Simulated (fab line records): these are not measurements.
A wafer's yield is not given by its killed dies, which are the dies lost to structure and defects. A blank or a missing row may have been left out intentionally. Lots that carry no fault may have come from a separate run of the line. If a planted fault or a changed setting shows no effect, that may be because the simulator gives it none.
Split-lot study ; flow n5Finfet ; 21 wafers read from 7 lots, route of 1938 steps

SPLIT DETAILS
At N5_BEOL_M10_COAT_60 (time 60 s, resist thk 30 nm), the setting spinRpm was moved away from the recipe's 1500 rpm on 6 of the 21 wafers read, by -8.8% to +2.9%. This setting was run at the recipe's value on the other wafers.

FROM THE SPLIT TO THE READING: what the file shows between them, 3 steps
- N5_BEOL_M10_COAT_05: resist thk 90 nm
- N5_BEOL_M10_EBR_07
- N5_BEOL_M10_DESCUM_16: chemistry O2, time 7.9 s

THE READING
etch.depthNm (the simulator's own value, which no gauge read), in nm, at N5_BEOL_M10_ETCH_61 (etches SiARC in CF4, target depth 39 nm, time 65 s). There is no usual value for it anywhere in the file. Here, 15 wafers ran the recipe; their average is 30.03 nm with a standard deviation of 0.072 nm.

wafer;tool, chamber at the split;spinRpm as run, rpm;against the recipe;etch.depthNm, nm;against lot-mates on the recipe
L074.1;lithoTrack-05, 0;1500;recipe;30.05;-
L074.6;lithoTrack-05, 0;1500;recipe;30.05;-
L074.4;lithoTrack-05, 0;1500;recipe;29.96;-
L079.1;lithoTrack-01, 0;1449;-3.4%;30.55;+0.52
L079.3;lithoTrack-01, 0;1449;-3.4%;30.55;+0.52
L079.2;lithoTrack-01, 0;1500;recipe;30.03;-
L080.1;lithoTrack-04, 0;1544;+2.9%;29.64;-0.46
L080.2;lithoTrack-04, 0;1500;recipe;30.12;-
L080.3;lithoTrack-04, 0;1500;recipe;30.08;-
L082.2;lithoTrack-01, 0;1427;-4.9%;30.81;+0.72
L082.3;lithoTrack-01, 0;1500;recipe;30.09;-
L082.5;lithoTrack-01, 0;1427;-4.9%;30.79;+0.70
L085.1;lithoTrack-05, 0;1500;recipe;30.08;-
L085.3;lithoTrack-05, 0;1500;recipe;30;-
L085.4;lithoTrack-05, 0;1368;-8.8%;31.48;+1.44
L086.1;lithoTrack-01, 0;1500;recipe;29.95;-
L086.5;lithoTrack-01, 0;1500;recipe;29.89;-
L086.6;lithoTrack-01, 0;1500;recipe;29.92;-
L089.4;lithoTrack-04, 0;1500;recipe;30;-
L089.5;lithoTrack-04, 0;1500;recipe;30.14;-
L089.6;lithoTrack-04, 0;1500;recipe;30.09;-

THE FIT
A straight line over all 21 wafers: etch.depthNm changes by -0.159 nm for each +1% of spinRpm; r = -0.99; the points scatter about the line by 0.068 nm.
The same after taking each lot's own level away (the mean of its wafers on the recipe; 21 wafers): -0.157 nm for each +1%; r = -1.00; scatter 0.04 nm.
That fit puts the effect of the largest move of spinRpm on the reading at 1.4 nm.
The span of the lots' own levels, 29.920 to 30.100 nm, comes to 2.5 times the standard deviation stated above.
So the lot-to-lot level changes the slope little: the two slopes agree.
Check: with one of the wafers moved furthest among these (-8.8%) left out of the fit, the line predicts +1.31 nm for it against its lot-mates. It came out at +1.44 nm against them.

THE WHOLE CHAIN: every reading that the file lists as answering this split, in the file's order
step;what it does;reading;change (the file's fit);r (the file's)
N5_BEOL_M10_COAT_60;time 60 s, resist thk 30 nm;SiARC_of_BEOL_M10_COAT_60.thkNm (the simulator's own value, which no gauge read);-0.163 nm for each +1% of the setting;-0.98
N5_BEOL_M10_ETCH_61;etches SiARC in CF4, target depth 39 nm, time 65 s;etch.depthNm (the simulator's own value, which no gauge read);-0.159 nm for each +1% of the setting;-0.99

THE FILE'S OWN FIT
etch.depthNm changes by -0.159 nm for each +1% of spinRpm, r = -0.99.
